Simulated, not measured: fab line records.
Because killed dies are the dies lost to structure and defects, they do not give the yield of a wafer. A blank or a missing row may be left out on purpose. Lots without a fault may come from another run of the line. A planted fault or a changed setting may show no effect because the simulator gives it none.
Which tool is to blame? | flow n5Finfet | 11 lots, 31 wafers sampled, at 2 steps of a route of 1938

== WHAT EACH GAUGE READ, for each wafer ==
N5_MOL_CONTACT_COAG_INSPECT_57: inspects for defects (brightfield).
lot  | measured     | on               | rawDefectCount
L158 | day 5 06:00  | defectInspect-02 | 201 207 199
L157 | day 5 06:37  | defectInspect-01 | 133 149 152
L159 | day 5 12:15  | defectInspect-02 | 177 206 141
L169 | day 8 06:59  | defectInspect-02 | 149 175 182
L171 | day 8 16:45  | defectInspect-01 | 225 193
L172 | day 8 19:49  | defectInspect-01 | 347 249
L173 | day 9 03:13  | defectInspect-01 | 229 185 165
L174 | day 9 10:30  | defectInspect-01 | 249 166 169
L176 | day 10 07:06 | defectInspect-02 | 99 119 125
L177 | day 10 07:36 | defectInspect-02 | 262 211 245
L178 | day 10 10:19 | defectInspect-02 | 193 228 225

== TOOL THAT RAN EACH LOT (tool first, then ch and the chambers of the sampled wafers, then the start) ==
lot  | N5_MOL_CONTACT_COAG_CMP_28
L158 | cmp-03 ch 0,3, day 5 04:25
L157 | cmp-01 ch 0,2,3, day 5 04:43
L159 | cmp-01 ch 0,3, day 5 10:54
L169 | cmp-01 ch 0,1,2, day 8 05:37
L171 | cmp-01 ch 1,2, day 8 14:25
L172 | cmp-04 ch 0,3, day 8 18:38
L173 | cmp-03 ch 0,2,3, day 9 01:49
L174 | cmp-04 ch 0,2,3, day 9 09:18
L176 | cmp-04 ch 0,1,3, day 10 05:43
L177 | cmp-04 ch 0,1,3, day 10 06:22
L178 | cmp-04 ch 0,1,3, day 10 09:02
- N5_MOL_CONTACT_COAG_CMP_28: polishes, stops on SiNx, t overpolish 0.85 s, target thk 14.522 nm.

== WHAT THE TOOLS THEMSELVES READ (means of the sampled wafers that have a number; where no wafer has one, the mark that the record gives instead) ==
N5_MOL_CONTACT_COAG_CMP_28.
lot  | tool   | headPressurePsi (psi) | motorCurrentA (A) | platenRpm (rpm) | slurryFlowMlMin | timeToEndpointS (s)
L158 | cmp-03 | 4.155                 | 12.2              | 51.799          | 150.1           | 6.5
L157 | cmp-01 | 4.150                 | 11.8              | 51.796          | 150.5           | 5.2
L159 | cmp-01 | 4.145                 | 12.1              | 51.801          | 149.8           | 4.5
L169 | cmp-01 | 4.151                 | 11.8              | 51.820          | 150.0           | 5.3
L171 | cmp-01 | 4.136                 | 12.2              | 51.797          | 149.6           | 3.7
L172 | cmp-04 | 4.161                 | 11.9              | 51.824          | 150.1           | 5.3
L173 | cmp-03 | 4.152                 | 11.6              | 51.781          | 149.9           | 6.9
L174 | cmp-04 | 4.144                 | 12.8              | 51.782          | 150.1           | 6.1
L176 | cmp-04 | 4.156                 | 12.4              | 51.768          | 150.0           | 4.9
L177 | cmp-04 | 4.154                 | 12.3              | 51.802          | 150.0           | 4.2
L178 | cmp-04 | 4.149                 | 11.8              | 51.827          | 150.2           | 5.3

== THE ANSWER, worked out from the rows above alone ==
Rule: usual is defined by the lots themselves. The widest of any qualifying gaps counts: lots, ordered by their means at a reading, are off when they make up no more than a third of the lots, leave a main group of 4 or more, and stand apart from it by 3 or more times the standard deviation of that group's means. The tables above print the reading to a certain number of digits; a main group whose means all agree to those digits is not used. Also off: a lot with no number at a reading for which 4 or more lots have one. All remaining lots with rows at the step are treated as sound. Order of review: gauges by route order, followed by the tools' own readings, for which a lot's mean as printed above is used. At the first step where some lot is off, the reading lying furthest off is the one used; lots without a number count as furthest.
Across all readings shown, no lot is off: no conclusion can be drawn from this.

== WHAT THE SIMULATOR HAD INSERTED ==
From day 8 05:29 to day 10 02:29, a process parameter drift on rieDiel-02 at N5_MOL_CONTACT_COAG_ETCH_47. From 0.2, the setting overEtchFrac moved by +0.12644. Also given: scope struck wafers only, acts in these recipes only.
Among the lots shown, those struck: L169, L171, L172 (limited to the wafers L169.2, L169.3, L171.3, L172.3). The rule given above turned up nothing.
